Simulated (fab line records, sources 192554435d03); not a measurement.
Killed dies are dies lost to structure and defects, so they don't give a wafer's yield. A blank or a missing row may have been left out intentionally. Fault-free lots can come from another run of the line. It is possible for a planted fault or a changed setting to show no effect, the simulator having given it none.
Chamber matching / flow n5 finfet / 4 sister chambers for N5_BEOL_M0_SAQP_SPACER2_ALD_26 on ald sin-01
The step deposits SiO2, target thk 15 nm, pulse time 1 s, purge time 2 s. 18 wafers are shown with their chamber, then 9 later ones without.

WAFERS PAIRED WITH THEIR CHAMBERS
wafer=L075.2; chamber=0; heater power w (W)=391; susceptor temp C (C)=299.75; precursor pulse height rel=0.997
wafer=L075.3; chamber=3; heater power w (W)=408; susceptor temp C (C)=300.16; precursor pulse height rel=1.010
wafer=L075.6; chamber=2; heater power w (W)=567; susceptor temp C (C)=299.97; precursor pulse height rel=1.004
wafer=L076.2; chamber=2; heater power w (W)=561; susceptor temp C (C)=300.16; precursor pulse height rel=1.033
wafer=L076.5; chamber=2; heater power w (W)=563; susceptor temp C (C)=300.18; precursor pulse height rel=0.994
wafer=L076.6; chamber=1; heater power w (W)=392; susceptor temp C (C)=299.68; precursor pulse height rel=1.019
wafer=L078.2; chamber=2; heater power w (W)=578; susceptor temp C (C)=299.98; precursor pulse height rel=1.017
wafer=L078.4; chamber=3; heater power w (W)=406; susceptor temp C (C)=299.59; precursor pulse height rel=0.987
wafer=L078.6; chamber=0; heater power w (W)=389; susceptor temp C (C)=299.87; precursor pulse height rel=1.018
wafer=L080.2; chamber=3; heater power w (W)=400; susceptor temp C (C)=299.85; precursor pulse height rel=0.981
wafer=L080.3; chamber=1; heater power w (W)=383; susceptor temp C (C)=300.06; precursor pulse height rel=0.995
wafer=L080.6; chamber=1; heater power w (W)=392; susceptor temp C (C)=299.90; precursor pulse height rel=1.003
wafer=L083.3; chamber=3; heater power w (W)=419; susceptor temp C (C)=299.79; precursor pulse height rel=1.029
wafer=L083.4; chamber=1; heater power w (W)=386; susceptor temp C (C)=299.85; precursor pulse height rel=0.994
wafer=L083.5; chamber=3; heater power w (W)=421; susceptor temp C (C)=300.00; precursor pulse height rel=1.010
wafer=L092.1; chamber=0; heater power w (W)=396; susceptor temp C (C)=300.04; precursor pulse height rel=1.007
wafer=L092.2; chamber=1; heater power w (W)=391; susceptor temp C (C)=300.04; precursor pulse height rel=1.019
wafer=L092.4; chamber=3; heater power w (W)=409; susceptor temp C (C)=299.74; precursor pulse height rel=1.009

SIGNATURES (means of the wafers above)
reading=heater power w; chamber 0=392.00; chamber 1=388.80; chamber 2=567.25; chamber 3=410.50; scatter within a chamber=6.48
reading=susceptor temp C; chamber 0=299.8867; chamber 1=299.9060; chamber 2=300.0725; chamber 3=299.8550; scatter within a chamber=0.164
reading=precursor pulse height rel; chamber 0=1.00733; chamber 1=1.00600; chamber 2=1.01200; chamber 3=1.00433; scatter within a chamber=0.0152
Rule: a wafer's distance from a chamber is the root of the sum, over the readings, of the square of ((its reading less the chamber's mean) divided by the reading's scatter). The wafer belongs to the nearest chamber; if the next one is less than 2 further off, it can't be placed. How the scatter is found: for the shown wafers, subtract from each reading the mean of its chamber, square and add these, divide the total by (wafers less chambers), then take the root.

WAFERS WITHOUT THEIR CHAMBER
wafer=L093.1; heater power w (W)=573; susceptor temp C (C)=299.89; precursor pulse height rel=1.005
wafer=L093.3; heater power w (W)=394; susceptor temp C (C)=299.65; precursor pulse height rel=1.021
wafer=L093.4; heater power w (W)=408; susceptor temp C (C)=300.26; precursor pulse height rel=0.977
wafer=L095.2; heater power w (W)=547; susceptor temp C (C)=299.99; precursor pulse height rel=1.025
wafer=L095.3; heater power w (W)=419; susceptor temp C (C)=299.83; precursor pulse height rel=1.058
wafer=L095.5; heater power w (W)=394; susceptor temp C (C)=299.91; precursor pulse height rel=0.969
wafer=L097.3; heater power w (W)=393; susceptor temp C (C)=299.85; precursor pulse height rel=0.971
wafer=L097.4; heater power w (W)=419; susceptor temp C (C)=300.10; precursor pulse height rel=0.989
wafer=L097.6; heater power w (W)=578; susceptor temp C (C)=299.60; precursor pulse height rel=0.996

WHICH CHAMBER EACH ONE RAN IN
wafer=L093.1; from the rows above=2; in truth=2
wafer=L093.3; from the rows above=can't be placed: 0 or 1 or 3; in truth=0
wafer=L093.4; from the rows above=can't be placed: 3 or 0 or 1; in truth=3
wafer=L095.2; from the rows above=2; in truth=2
wafer=L095.3; from the rows above=can't be placed: 3 or 0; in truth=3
wafer=L095.5; from the rows above=can't be placed: 0 or 1 or 3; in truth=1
wafer=L097.3; from the rows above=can't be placed: 0 or 1 or 3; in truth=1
wafer=L097.4; from the rows above=3; in truth=3
wafer=L097.6; from the rows above=2; in truth=2
4 of 9 placed correctly. Can't be placed from these rows: 5 (the true chamber is among the candidates in 5). Wrongly placed: 0.
